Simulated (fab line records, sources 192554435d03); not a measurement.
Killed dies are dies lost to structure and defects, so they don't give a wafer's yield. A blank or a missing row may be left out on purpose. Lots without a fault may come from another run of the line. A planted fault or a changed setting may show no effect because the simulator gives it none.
fab line records | flow n5_finfet
record lots=7 wafers=39
route steps=1938 shown BEOL_M0_SAQP@638 BEOL_M4@1037
start_h: hours from the record's first day to the start of the lot's first wafer shown | wait_h: hours since the lot's step before | " the same as in the row above | L1.1+2: a row that stands for several wafers | - no value, or no start given | * or withheld: withheld | < > ~ a bound
route shown NAME@n: a module of which the file shows steps, and the number in the route of the first | usual: mean/standard deviation of fault-free wafers | same: alike in all rows | chamber/n: place in a boat | sites: the reading at each site | _std_site: their standard deviation | _edge_site: outer sites' mean less inner sites' | radius_mm: how far each site lies from the wafer's centre | mask NAME#n: copy n | behind: the tool/chamber that last shaped the wafer | hold: why the lot was held/for how many hours/how that ended | device: the transistor (n, p or np) that didn't switch | end of line: the same wafers' tests at the end of the route | a step without rows: its recipe alone | killed: dies lost to structure and defects at the first sort, not the wafer's yield | map: a wafer's dies, x killed, . not, _ none there
set.NAME: the setting as run; set.NAME@STEP: as run at that earlier step | model.NAME: the simulator's own value behind a step, which no gauge read
lots whose settings were changed on purpose; a table a step, a row a wafer
## steps
# step N5_BEOL_M0_SAQP_PECVD_04
# recipe material=a-Si target_thk_a=600 temp_c=350 precursor=SiH4/He pressure_torr=3 rf_w=100 time_s=60.2
# columns lot.wafer tool chamber start_h wait_h set.time_s model.a-Si_of_BEOL_M0_SAQP_PECVD_04.thk_nm
L075.1 pecvd-04 1 113.51 0.0 60.2 58.8
L075.2+5 " 0,1 " " 32.69 31.8
L075.3 " 2 " " 32.69 31.6
L075.4 " 0 " " 60.2 60.2
L075.6 " 2 " " 60.2 60
L079.1 pecvd-04 2 138.75 0.0 60.2 58.4
L079.2+6 " 0,1 " " 44.12 43.6
L079.3 " 1 " " 60.2 58.6
L079.4 " 0 " " 44.12 43.4
L079.5 " 2 " " 60.2 59.8
L083.1 pecvd-01 0 159.42 0.0 44.8 43.4
L083.2+6 " 2,0 " " 44.8 44
L083.3 " 1 " " 60.2 59.8
L083.4 " 1 " " 60.2 60.2
L083.5 " 2 " " 60.2 59.2
L088.1+4 pecvd-01 1,0 190.57 0.0 60.2 59.2
L088.2 " 2 " " 60.2 58.6
L088.3 " 0 " " 60.2 58.4
L088.5 " 2 " " 60.2 60.2
L088.6 " 1 " " 60.2 60
L090.1 pecvd-04 0 203.19 0.0 82.18 81.2
L090.2 " 2 " " 82.18 80.8
L090.3 " 1 " " 60.2 58.6
L090.4 " 0 " " 60.2 60.4
L090.5 " 2 " " 60.2 60.2
L090.6 " 1 " " 82.18 81.8
L091.1 pecvd-04 0 212.24 0.0 75.31 74.4
L091.2 " 1 " " 60.2 59.8
L091.3 " 2 " " 60.2 59
L091.4 " 0 " " 60.2 60.6
L091.5 " 2 " " 75.31 76.6
L091.6 " 1 " " 75.31 76
L092.1 pecvd-01 0 216.50 0.0 60.2 58
L092.5 " 0 " " 60.2 58.8
L092.6 " 1 " " 60.2 60.4
# step N5_BEOL_M0_SAQP_THK_MEAS_05
# usual thk_nm=59.8/0.79
# columns lot.wafer tool chamber start_h wait_h set.time_s@BEOL_M0_SAQP_PECVD_04 thk_nm
L075.1 film_metro-01 - 113.61 0.1 60.2 58.8
L075.2 " - " " 32.69 31.8
L075.3 " - " " 32.69 31.6
L075.4 " - " " 60.2 60.2
L075.5 " - " " 32.69 31.8
L075.6 " - " " 60.2 60.0
L079.1 film_metro-02 - 138.85 0.1 60.2 58.4
L079.2 " - " " 44.12 43.5
L079.3 " - " " 60.2 58.5
L079.4 " - " " 44.12 43.5
L079.5 " - " " 60.2 60.0
L079.6 " - " " 44.12 43.6
L083.1 film_metro-02 - 159.52 0.1 44.8 43.4
L083.2 " - " " 44.8 44.0
L083.3 " - " " 60.2 59.7
L083.4 " - " " 60.2 60.2
L083.5 " - " " 60.2 59.3
L083.6 " - " " 44.8 43.9
L088.1 film_metro-01 - 190.66 0.1 60.2 59.2
L088.2 " - " " 60.2 58.7
L088.3 " - " " 60.2 58.3
L088.4 " - " " 60.2 59.2
L088.5 " - " " 60.2 60.2
L088.6 " - " " 60.2 60.0
L090.1 film_metro-01 - 203.29 0.1 82.18 81.2
L090.2 " - " " 82.18 80.8
L090.3 " - " " 60.2 58.7
L090.4 " - " " 60.2 60.3
L090.5 " - " " 60.2 60.1
L090.6 " - " " 82.18 81.8
L091.1 film_metro-02 - 212.34 0.1 75.31 74.5
L091.2 " - " " 60.2 59.9
L091.3 " - " " 60.2 59.0
L091.4 " - " " 60.2 60.6
L091.5 " - " " 75.31 76.5
L091.6 " - " " 75.31 76.0
L092.1 film_metro-02 - 216.59 0.1 60.2 58.0
L092.5 " - " " 60.2 58.8
L092.6 " - " " 60.2 60.4
# step N5_BEOL_M0_SAQP_HM_DEP_111
# recipe material=SiO2 target_thk_a=120 temp_c=400 precursor=SiH4/N2O pressure_torr=0.75 rf_w=275 time_s=7.2
# step N5_BEOL_M0_SAQP_COAT_81
# recipe resist=SOC temp_c=250 time_s=60 spin_rpm=1500 resist_thk_nm=100
# step N5_BEOL_M0_SAQP_ETCH_84
# recipe chemistry=N2/H2 target=SOC target_depth_a=1000 overetch_a=200 mask_material=SiARC temp_c=40 time_s=150 ion_energy_ev=200 pressure_mtorr=30 source_w=840 bias_w=150 n2_flow_sccm=200 h2_flow_sccm=200
# step N5_BEOL_M0_SAQP_STRIP_80
# recipe chemistry=N2/H2 temp_c=40 n2_flow_sccm=200 h2_flow_sccm=200 rf_frequency_hz=6e+07
# step N5_BEOL_M0_SAQP_HM_OPEN_112
# recipe chemistry=CHF3/O2 target=SiO2 stop_on=a-Si target_depth_a=120 over_etch_frac=1.25 mask_material=SOC time_s=13.5 pressure_mtorr=30 source_w=650 bias_w=170 Ar_flow_sccm=200 CHF3_flow_sccm=50 O2_flow_sccm=5 ion_energy_ev=200 ends=end_point
# columns lot.wafer tool chamber start_h wait_h set.time_s@BEOL_M0_SAQP_PECVD_04 model.a-Si_of_BEOL_M0_SAQP_PECVD_04.thk_nm
L075.1 rie_diel-06 0 114.24 0.0 60.2 58.6
L075.2 " 1 " " 32.69 31.8
L075.3+5 " 2,0 " " 32.69 31.6
L075.4 " 3 " " 60.2 60.2
L075.6 " 1 " " 60.2 60
L079.1 rie_diel-06 2 139.93 0.0 60.2 58.4
L079.2+4 " 0,1 " " 44.12 43.4
L079.3 " 3 " " 60.2 58.6
L079.5 " 1 " " 60.2 59.8
L079.6 " 2 " " 44.12 43.6
L083.1 rie_diel-04 0 160.28 0.0 44.8 43.4
L083.2+6 " 3 " " 44.8 44
L083.3 " 2 " " 60.2 59.6
L083.4 " 1 " " 60.2 60.2
L083.5 " 2 " " 60.2 59.2
L088.1 rie_diel-06 0 191.43 0.0 60.2 59
L088.2 " 2 " " 60.2 58.6
L088.3 " 1 " " 60.2 58.4
L088.4 " 3 " " 60.2 59.2
L088.5 " 0 " " 60.2 60.2
L088.6 " 3 " " 60.2 60
L090.1 rie_diel-04 0 204.23 0.0 82.18 81.2
L090.2 " 3 " " 82.18 80.8
L090.3 " 1 " " 60.2 58.6
L090.4+5 " 2,1 " " 60.2 60.2
L090.6 " 0 " " 82.18 81.8
L091.1 rie_diel-06 1 213.11 0.0 75.31 74.4
L091.2 " 2 " " 60.2 59.8
L091.3 " 3 " " 60.2 59
L091.4 " 2 " " 60.2 60.6
L091.5 " 3 " " 75.31 76.6
L091.6 " 1 " " 75.31 76
L092.1 rie_diel-04 1 217.38 0.0 60.2 58
L092.5 " 3 " " 60.2 58.8
L092.6 " 2 " " 60.2 60.4
# step N5_BEOL_M0_SAQP_STRIP_113
# recipe chemistry=CHF3/O2 resist=SiARC rf_frequency_hz=6e+07
# step N5_BEOL_M0_SAQP_MANDREL_ETCH_20
# recipe target_depth_a=600 chemistry=HBr/Cl2 target=a-Si stop_on=SiNx bt_time_s=10 mask_material=SOC over_etch_frac=0.5 time_s=30 pressure_mtorr=10 icp_w=800 bias_w=75 HBr_flow_sccm=150 Cl2_flow_sccm=80 ends=end_point
# usual oes_product_au=0.767/0.012
# columns lot.wafer tool chamber start_h wait_h set.time_s@BEOL_M0_SAQP_PECVD_04 oes_product_au model.etch.depth_nm
L075.1 rie_si-05 1 114.33 0.0 60.2 0.783 58.7
L075.2 " 0 " " 32.69 0.553 31.79
L075.3 " 3 " " 32.69 0.553 31.54
L075.4 " 2 " " 60.2 0.764 60.12
L075.5 " 0 " " 32.69 0.554 31.66
L075.6 " 1 " " 60.2 0.789 59.98
L079.1 rie_si-02 1 140.01 0.0 60.2 0.751 58.31
L079.2 " 3 " " 44.12 0.652 43.46
L079.3 " 0 " " 60.2 0.756 58.54
L079.4 " 2 " " 44.12 0.651 43.38
L079.5 " 0 " " 60.2 0.763 59.89
L079.6 " 3 " " 44.12 0.650 43.56
L083.1 rie_si-02 1 160.37 0.0 44.8 0.640 43.44
L083.2 " 3 " " 44.8 0.649 43.98
L083.3 " 2 " " 60.2 0.771 59.7
L083.4 " 0 " " 60.2 0.766 60.23
L083.5 " 2 " " 60.2 0.762 59.24
L083.6 " 1 " " 44.8 0.642 43.92
L088.1 rie_si-05 0 191.52 0.0 60.2 0.750 59.1
L088.2 " 3 " " 60.2 0.747 58.57
L088.3 " 2 " " 60.2 0.762 58.32
L088.4 " 1 " " 60.2 0.783 59.17
L088.5 " 0 " " 60.2 0.749 60.15
L088.6 " 3 " " 60.2 0.758 59.96
L090.1 rie_si-04 0 204.32 0.0 82.18 0.932 81.24
L090.2 " 3 " " 82.18 0.929 80.87
L090.3 " 2 " " 60.2 0.779 58.69
L090.4 " 1 " " 60.2 0.769 60.29
L090.5 " 3 " " 60.2 0.788 60.1
L090.6 " 0 " " 82.18 0.936 81.8
L091.1 rie_si-02 2 213.20 0.0 75.31 0.889 74.49
L091.2 " 3 " " 60.2 0.767 59.81
L091.3 " 0 " " 60.2 0.753 58.91
L091.4 " 1 " " 60.2 0.770 60.52
L091.5 " 2 " " 75.31 0.894 76.51
L091.6 " 3 " " 75.31 0.888 75.95
L092.1 rie_si-05 1 217.47 0.0 60.2 0.779 58.06
L092.5 " 2 " " 60.2 0.761 58.83
L092.6 " 3 " " 60.2 0.760 60.35
# step N5_BEOL_M4_DESCUM_16
# recipe chemistry=O2 time_s=7 source_power_w=50 bias_power_w=20 pressure_mtorr=20 rf_frequency_hz=2.712e+07 temp_c=40 resist=CAR-EUV o2_flow_sccm=225
# columns lot.wafer tool chamber start_h wait_h set.time_s model.CAR-EUV_of_BEOL_M4_COAT_05.thk_nm
L075.1+5 rie_diel-01 1 176.23 0.1 7 26
L075.2+3+4 " 0,3,2 " " 11.15 24
L075.6 " 2 " " 7 26.2
L079.1 rie_diel-01 1 205.80 0.0 9.877 24.4
L079.2+5+6 " 3,1,2 " " 7 26
L079.3 " 2 " " 9.877 24.6
L079.4 " 0 " " 9.877 24.8
L083.1+4+6 rie_diel-05 2,1,3 210.58 0.1 7 26
L083.2 " 3 " " 10.37 24.2
L083.3+5 " 1,2 " " 10.37 24.4
L090.1 rie_diel-05 3 257.88 0.0 8.159 25.6
L090.2+4 " 0 " " 8.159 25.8
L090.3+6 " 1 " " 7 26.4
L090.5 " 3 " " 7 26.2
L088.1 rie_diel-02 1 260.77 0.0 7 26.2
L088.2+3 " 3,2 " " 7 26
L088.4+6 " 0,2 " " 9.787 24.6
L088.5 " 1 " " 9.787 24.8
L091.1+5 rie_diel-05 3 268.04 0.0 7 26.2
L091.2 " 2 " " 4.214 27.8
L091.3 " 0 " " 7 26.4
L091.4+6 " 1,2 " " 4.214 27.6
L092.1+6 rie_diel-01 0,3 272.30 0.5 7 26
L092.5 " 0 " " 7 26.2
# step N5_BEOL_M4_ETCH_74
# recipe chemistry=N2/H2 target=underlayer target_depth_a=65 mask_material=CAR-EUV time_s=5.2 ion_energy_ev=200 pressure_mtorr=30 source_w=840 bias_w=150 n2_flow_sccm=200 h2_flow_sccm=200 ends=cleared
# columns lot.wafer tool chamber start_h wait_h set.time_s@BEOL_M4_DESCUM_16 model.CAR-EUV_of_BEOL_M4_COAT_05.thk_nm
L075.1+5+6 rie_diel-01 1,1,2 176.26 0.0 7 20.4
L075.2 " 0 " " 11.15 18.4
L075.3+4 " 3,2 " " 11.15 18.2
L079.1+3 rie_diel-01 1,2 205.83 0.0 9.877 18.8
L079.2+5+6 " 3,1,2 " " 7 20.2
L079.4 " 0 " " 9.877 19
L083.1+4 rie_diel-05 2,1 210.61 0.0 7 20.2
L083.2 " 3 " " 10.37 18.6
L083.3+5 " 1,2 " " 10.37 18.8
L083.6 " 3 " " 7 20.4
L090.1 rie_diel-05 3 257.92 0.0 8.159 19.8
L090.2+4 " 0 " " 8.159 20
L090.3+6 " 1 " " 7 20.6
L090.5 " 3 " " 7 20.4
L088.1+3 rie_diel-02 1,2 260.81 0.0 7 20.4
L088.2 " 3 " " 7 20.2
L088.4+5+6 " 0,1,2 " " 9.787 19
L091.1+5 rie_diel-05 3 268.07 0.0 7 20.4
L091.2+4 " 2,1 " " 4.214 22
L091.3 " 0 " " 7 20.6
L091.6 " 2 " " 4.214 21.8
L092.1+5 rie_diel-01 0 272.33 0.0 7 20.4
L092.6 " 3 " " 7 20.2
## key
split step=N5_BEOL_M0_SAQP_PECVD_04 setting=time_s stated=60.2 by=wafer
response step=N5_BEOL_M0_SAQP_PECVD_04 reading=model.a-Si_of_BEOL_M0_SAQP_PECVD_04.thk_nm change=+0.605 per=1% r=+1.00
response step=N5_BEOL_M0_SAQP_THK_MEAS_05 reading=thk_nm change=* per=1% r=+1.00
response step=N5_BEOL_M0_SAQP_HM_OPEN_112 reading=model.a-Si_of_BEOL_M0_SAQP_PECVD_04.thk_nm change=+0.606 per=1% r=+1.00
response step=N5_BEOL_M0_SAQP_MANDREL_ETCH_20 reading=oes_product_au change=+0.00462 per=1% r=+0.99
response step=N5_BEOL_M0_SAQP_MANDREL_ETCH_20 reading=model.etch.depth_nm change=+0.606 per=1% r=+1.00
split step=N5_BEOL_M4_DESCUM_16 setting=time_s stated=7 by=wafer
response step=N5_BEOL_M4_DESCUM_16 reading=model.CAR-EUV_of_BEOL_M4_COAT_05.thk_nm change=-0.0348 per=1% r=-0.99
response step=N5_BEOL_M4_ETCH_74 reading=model.CAR-EUV_of_BEOL_M4_COAT_05.thk_nm change=-0.0343 per=1% r=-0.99
